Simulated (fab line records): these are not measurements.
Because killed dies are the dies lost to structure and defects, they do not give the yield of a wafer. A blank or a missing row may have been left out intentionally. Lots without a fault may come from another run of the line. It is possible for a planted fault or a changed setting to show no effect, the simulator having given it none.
Chamber matching	flow n5-finfet	4 sister chambers for N5_STI_FIN_REVEAL_ALD_14 on ald-sin-02
The step deposits Si3N4, target thk 3 nm. 8 wafers are shown with their chamber, then 11 later ones without.

WAFERS, EACH WITH ITS CHAMBER
wafer	chamber	heater-power-w (W)
L087.5	2	724
L087.6	1	698
L090.1	3	760
L090.2	2	746
L090.3	1	716
L090.5	3	757
L090.6	0	969
L092.1	0	934

WAFERS WITHOUT THEIR CHAMBER
wafer	heater-power-w (W)
L092.2	731
L092.4	757
L093.1	709
L093.3	752
L093.4	738
L095.2	943
L095.3	756
L095.5	743
L097.3	974
L097.4	755
L097.6	982

THE CHAMBER EACH PASSED THROUGH
wafer	from the rows above	in truth
L092.2	can't be placed: 2 or 1 or 3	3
L092.4	can't be placed: 3 or 2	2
L093.1	can't be placed: 1 or 2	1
L093.3	can't be placed: 3 or 2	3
L093.4	can't be placed: 2 or 3 or 1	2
L095.2	0	0
L095.3	can't be placed: 3 or 2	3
L095.5	can't be placed: 2 or 3 or 1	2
L097.3	0	0
L097.4	can't be placed: 3 or 2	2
L097.6	0	0
Correct placement for 3 of the 11. Unplaceable from these rows: 8, with the true chamber sitting among the candidates in 8. Placed wrongly: 0.
How it was worked out, from the rows above alone: a wafer's distance from a chamber is the root of the sum, over the readings, of the square of ((its reading less the chamber's mean) divided by the reading's scatter). If the next closest chamber is less than 2 further off than the closest, the wafer can't be placed; otherwise it belongs to the closest. Each chamber's mean is taken over the wafers shown for it. The scatter: the root of (the sum of the squares of (reading less its chamber's mean) over the shown wafers, divided by (wafers less chambers)).
